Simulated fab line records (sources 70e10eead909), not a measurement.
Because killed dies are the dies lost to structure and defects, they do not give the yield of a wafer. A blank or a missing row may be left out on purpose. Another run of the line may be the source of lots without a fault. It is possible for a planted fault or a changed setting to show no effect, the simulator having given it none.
Matching of chambers + flow nand harc + 4 sister chambers for NHARC_A_BLC_ALD_23 on ald metal-01
The step deposits TiN, target thk 3 nm, pulse time 1 s, ald cycles 150. 8 wafers are shown with their chamber, then 9 later ones without.

WAFERS WITH THEIR CHAMBER
| wafer  | chamber | heater power w (W) | precursor pulse height rel |
|--------|---------|--------------------|----------------------------|
| L083.2 | 3       | 930                | 1.043                      |
| L085.6 | 0       | 1165               | 1.035                      |
| L085.1 | 2       | 1015               | 1.016                      |
| L085.3 | 3       | 942                | 1.036                      |
| L085.4 | 1       | 1053               | 1.003                      |
| L086.2 | 2       | 1039               | 0.986                      |
| L086.5 | 1       | 1012               | 1.021                      |
| L086.6 | 0       | 1215               | 1.020                      |

WAFERS WHOSE CHAMBER IS MISSING
| wafer  | heater power w (W) | precursor pulse height rel |
|--------|--------------------|----------------------------|
| L090.1 | 1045               | 1.004                      |
| L090.3 | 928                | 0.978                      |
| L090.5 | 1023               | 1.003                      |
| L092.1 | 1037               | 1.001                      |
| L092.4 | 1026               | 0.999                      |
| L092.5 | 1025               | 0.975                      |
| L093.4 | 1066               | 1.013                      |
| L093.5 | 1110               | 0.985                      |
| L093.6 | 990                | 0.989                      |

WHICH CHAMBER EACH ONE RAN IN
| wafer  | from the rows above          | in truth |
|--------|------------------------------|----------|
| L090.1 | can't be placed: 2 or 1      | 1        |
| L090.3 | can't be placed: 2 or 3 or 1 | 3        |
| L090.5 | can't be placed: 2 or 1      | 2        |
| L092.1 | can't be placed: 2 or 1      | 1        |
| L092.4 | can't be placed: 2 or 1      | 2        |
| L092.5 | can't be placed: 2 or 1      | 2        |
| L093.4 | can't be placed: 1 or 2      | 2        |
| L093.5 | can't be placed: 2 or 1 or 0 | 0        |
| L093.6 | can't be placed: 2 or 1      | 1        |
Correctly placed: 0 of 9. From these rows, 9 cannot be placed; in 9 the true chamber is one of the candidates. 0 placed wrongly.
How it was worked out, from the rows above alone: a wafer's distance from a chamber is the root of the sum, over the readings, of the square of ((its reading less the chamber's mean) divided by the reading's scatter). The wafer belongs to the nearest chamber; if the next one is less than 2 further off, it can't be placed. The mean given for a chamber averages the wafers shown for that chamber. The scatter: take each reading less its chamber's mean, square it, sum over the shown wafers, divide by the number of wafers less the number of chambers, and take the root.
